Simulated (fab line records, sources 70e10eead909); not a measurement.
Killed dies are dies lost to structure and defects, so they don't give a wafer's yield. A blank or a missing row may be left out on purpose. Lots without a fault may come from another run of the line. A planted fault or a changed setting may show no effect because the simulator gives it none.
Which tool did it? | flow nand_harc | 6 lots, 18 wafers sampled, at 5 steps of a route of 1159

WHAT THE GAUGES READ, wafer by wafer
NHARC_END_SORT_01.
lot  | measured     | on        | defect_limited_yield (%)
L160 | day 22 22:21 | prober-02 | 0 98.2 0

WHICH TOOL RAN EACH LOT (tool, then ch and the chambers of the sampled wafers, then the start)
lot  | NHARC_P_M0_PVD_21           | NHARC_THIN_TSV_STRIP_45              | NHARC_THIN_TSV_PRE_CLEAN_50             | NHARC_THIN_TSV_CMP_21
L151 | pvd_sputter-03, day 6 00:06 | plasma_asher-01 ch 0,1, day 19 00:31 | pvd_sputter-01, day 19 03:55 or earlier | cmp-03 ch 0,1,3, day 19 03:55
L154 | pvd_sputter-02, day 7 03:48 | plasma_asher-02 ch 0,1, day 19 21:18 | pvd_sputter-03, day 20 00:36 or earlier | cmp-02 ch 1,3, day 20 00:36
L155 | pvd_sputter-02, day 7 09:36 | plasma_asher-02 ch 0,1, day 19 20:16 | pvd_sputter-01, day 19 23:34 or earlier | cmp-03 ch 0,1, day 19 23:34
L157 | pvd_sputter-03, day 8 01:49 | plasma_asher-01 ch 0,1, day 20 19:25 | pvd_sputter-03, day 20 22:41 or earlier | cmp-02 ch 0,1,2, day 20 22:41
L161 | pvd_sputter-03, day 9 03:36 | plasma_asher-01 ch 0,1, day 22 00:23 | pvd_sputter-02, day 22 03:37 or earlier | cmp-03 ch 0,1, day 22 03:37
L160 | pvd_sputter-03, day 9 06:42 | plasma_asher-01 ch 0, day 22 05:20   | pvd_sputter-01, day 22 08:36 or earlier | cmp-03 ch 3, day 22 08:36
- NHARC_P_M0_PVD_21: deposits Cu, target thk 30 nm, time 20.49 s.
- NHARC_THIN_TSV_STRIP_45: strips in O2.
- NHARC_THIN_TSV_PRE_CLEAN_50: time 30 s.
- NHARC_THIN_TSV_CMP_21: polishes, t overpolish 30 s, target thk 2000 nm.

THE ANSWER, worked out from the rows above alone
Rule: what is usual is taken from the lots themselves. Put in order of their means at a reading, lots are off if they are a third of the lots or fewer, leave a main group of 4 or more, and stand apart from it by a gap of 3 or more times the standard deviation of the main group's means; of several such gaps the widest counts. A main group whose means are all the same, to the digits that the tables above print for the reading, isn't used. A lot without any number at a reading at which 4 lots or more have one is off too. The other lots that the step has rows for count as sound.
No lot is off at any reading shown: from this, nothing can be told.

WHAT THE SIMULATOR HAD PUT IN
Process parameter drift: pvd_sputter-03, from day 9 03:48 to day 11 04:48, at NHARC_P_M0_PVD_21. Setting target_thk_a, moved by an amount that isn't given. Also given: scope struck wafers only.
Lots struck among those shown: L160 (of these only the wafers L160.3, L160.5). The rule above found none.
